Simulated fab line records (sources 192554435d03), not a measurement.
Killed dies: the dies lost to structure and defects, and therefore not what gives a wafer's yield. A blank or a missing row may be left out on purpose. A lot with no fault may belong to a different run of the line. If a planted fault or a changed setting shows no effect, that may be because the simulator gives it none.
What tool caused it? -- flow n5 finfet -- 12 lots, 35 wafers sampled, at 4 steps of a route of 1938

WHAT THE GAUGES READ, wafer by wafer
Not one reading of a measure or inspect step in the record can be checked against a usual standard deviation.

WHAT TOOL EACH LOT RAN ON (gives the tool, then ch and the chambers of the sampled wafers, and finally the start)
lot,N5_GATE_CUT_PRECLEAN_31,N5_MIM_TOP_ALD_01,N5_PASSIVATION_PECVD_01,N5_PASSIVATION_PROBE_49
L313,"wet bench-01 ch 0,1,5, day 4 08:06","ald hk-02 ch 2,3, day 11 16:50 or earlier","pecvd-04 ch 0,1,2, day 11 16:50",-
L315,"wet bench-01 ch 2,3,6, day 4 20:59","ald hk-01 ch 0,3, day 12 15:58 or earlier","pecvd-04 ch 0,1, day 12 15:58",-
L316,"wet bench-02 ch 1,5,6, day 5 03:03","ald hk-02 ch 1,2,3, day 12 20:38 or earlier","pecvd-03 ch 0,1,2, day 12 20:38",-
L317,"wet bench-02 ch 2,4,5, day 5 09:22","ald hk-01 ch 0,1,3, day 13 04:16 or earlier","pecvd-03 ch 0,1,2, day 13 04:16",-
L318,"wet bench-01 ch 0,2,7, day 5 15:14","ald hk-01 ch 2,3, day 13 07:23 or earlier","pecvd-02 ch 0,1, day 13 07:23",-
L319,"wet bench-03 ch 2,5,6, day 5 21:37","ald hk-01 ch 0,1,2, day 13 23:08 or earlier","pecvd-04 ch 0,1,2, day 13 23:08",-
L320,"wet bench-02 ch 4,5,7, day 6 02:37","ald hk-01 ch 0,1,3, day 13 16:41 or earlier","pecvd-04 ch 0,2, day 13 16:41",-
L323,"wet bench-01 ch 4,5,6, day 6 19:04","ald hk-01 ch 0,3, day 14 18:11 or earlier","pecvd-03 ch 0,2, day 14 18:11",-
L326,"wet bench-01 ch 3,4,5, day 7 16:36","ald hk-02 ch 0,1,3, day 15 06:23 or earlier","pecvd-04 ch 1,2, day 15 06:23",-
L329,"wet bench-01 ch 1,3,5, day 8 11:14","ald hk-02 ch 0,1, day 16 10:41 or earlier","pecvd-04 ch 0,2, day 16 10:41","prober-02, day 16 20:42"
L334,"wet bench-02 ch 0,5, day 9 16:52","ald hk-02 ch 1,3, day 18 05:51 or earlier","pecvd-03 ch 1,2, day 18 05:51",-
L336,"wet bench-02 ch 0,1,2, day 10 01:40","ald hk-03 ch 0,1,2, day 18 23:53 or earlier","pecvd-02 ch 0,1,2, day 18 23:53",-
- N5_GATE_CUT_PRECLEAN_31: cleans in DIW, time 300 s.
- N5_MIM_TOP_ALD_01: deposits HfO2, target thk 5.6 nm, pulse time 1 s, purge time 3 s.
- N5_PASSIVATION_PECVD_01: deposits SiNx from SiH4/NH3/N2, target thk 200 nm, time 43.2 s.
- N5_PASSIVATION_PROBE_49

WHAT THE TOOLS THEMSELVES READ (means of the sampled wafers that have a number; where no wafer has one, the mark that the record gives instead)
N5_GATE_CUT_PRECLEAN_31. Usual: temp c 23.01 C, standard deviation 0.1.
lot,tool,temp c (C),flag
L313,wet bench-01,23.07,
L315,wet bench-01,23.02,
L316,wet bench-02,23.04,
L317,wet bench-02,23.03,
L318,wet bench-01,23.02,
L319,wet bench-03,23.05,
L320,wet bench-02,22.97,
L323,wet bench-01,23.00,
L326,wet bench-01,23.05,
L329,wet bench-01,22.96,
L334,wet bench-02,22.84,
L336,wet bench-02,23.06,

N5_MIM_TOP_ALD_01. Usual: precursor pulse height rel 1.002, standard deviation 0.021.
lot,tool,precursor pulse height rel,flag
L313,ald hk-02,0.991,
L315,ald hk-01,1.002,
L316,ald hk-02,1.010,
L317,ald hk-01,1.010,
L318,ald hk-01,1.010,
L319,ald hk-01,0.998,
L320,ald hk-01,1.001,
L323,ald hk-01,0.999,
L326,ald hk-02,0.999,
L329,ald hk-02,0.985,
L334,ald hk-02,1.027,
L336,ald hk-03,1.017,

N5_PASSIVATION_PECVD_01. Usual: chamber pressure Torr 4.901 Torr, standard deviation 0.01; heater power w 330 W, standard deviation 76; showerhead plenum p Torr 8.68 Torr, standard deviation 0.068; susceptor temp C 400.00 C, standard deviation 0.23; throttle valve pct 29.4 %, standard deviation 1.4.
lot,tool,chamber pressure Torr (Torr),heater power w (W),showerhead plenum p Torr (Torr),susceptor temp C (C),throttle valve pct (%),flag
L313,pecvd-04,4.904,304,8.70,400.25,29.2,
L315,pecvd-04,4.902,318,8.77,400.06,29.9,
L316,pecvd-03,4.901,349,8.67,400.16,29.7,
L317,pecvd-03,4.901,378,8.66,399.96,29.7,
L318,pecvd-02,4.900,319,8.63,400.18,29.5,
L319,pecvd-04,4.907,298,8.71,399.96,29.4,
L320,pecvd-04,4.907,321,8.73,400.01,29.4,
L323,pecvd-03,4.898,441,8.70,399.68,28.5,
L326,pecvd-04,4.901,301,8.66,399.73,28.7,
L329,pecvd-04,4.900,274,8.67,399.89,28.8,
L334,pecvd-03,4.888,338,8.65,399.90,29.4,
L336,pecvd-02,4.916,327,8.62,400.15,29.1,

N5_PASSIVATION_PROBE_49. Usual: defect limited yield 91.4 %, standard deviation 1.5; killed_at_M0_to_M3 35, standard deviation 11; killed_at_M4_up 16, standard deviation 7; killed at contacts 11, standard deviation 5.3; killed at front end 37, standard deviation 11; killed at other 3.1, standard deviation 2.8; killed dies 102, standard deviation 18; killed on rim 13, standard deviation 3.7; killed open 69, standard deviation 15; killed short 31, standard deviation 7.8; sort_bin_5_function 5.1 %, standard deviation 1.1; sort_bin_6_memory 3.2 %, standard deviation 0.69; sort n pass 1078, standard deviation 18; sort yield pct 91.4 %, standard deviation 1.5.
lot,tool,defect limited yield (%),killed_at_M0_to_M3,killed_at_M4_up,killed at contacts,killed at front end,killed at other,killed dies,killed on rim,killed open,killed short,sort_bin_5_function (%),sort_bin_6_memory (%),sort n pass,sort yield pct (%),flag
L329,prober-02,89.7,31,16,3,68,2.7,122,20,64,28,6.4,3.0,1058,89.7,

THE ANSWER, worked out from the rows above alone
Rule: a lot counts as off when the mean over its wafers that have a number is more than 3 standard deviations away from the usual mean. A lot without any number at a reading at which 4 lots or more have one is off too. The other lots that the step has rows for count as sound. First the gauges in route order, then the tools' own readings, where a lot's mean is used as printed above. The first step at which some lot is off is used, and at that step the reading that is off furthest; a lot without a number counts as furthest.
No lot is off on any of the readings shown, so nothing can be concluded from this.

WHAT THE SIMULATOR HAD PUT IN
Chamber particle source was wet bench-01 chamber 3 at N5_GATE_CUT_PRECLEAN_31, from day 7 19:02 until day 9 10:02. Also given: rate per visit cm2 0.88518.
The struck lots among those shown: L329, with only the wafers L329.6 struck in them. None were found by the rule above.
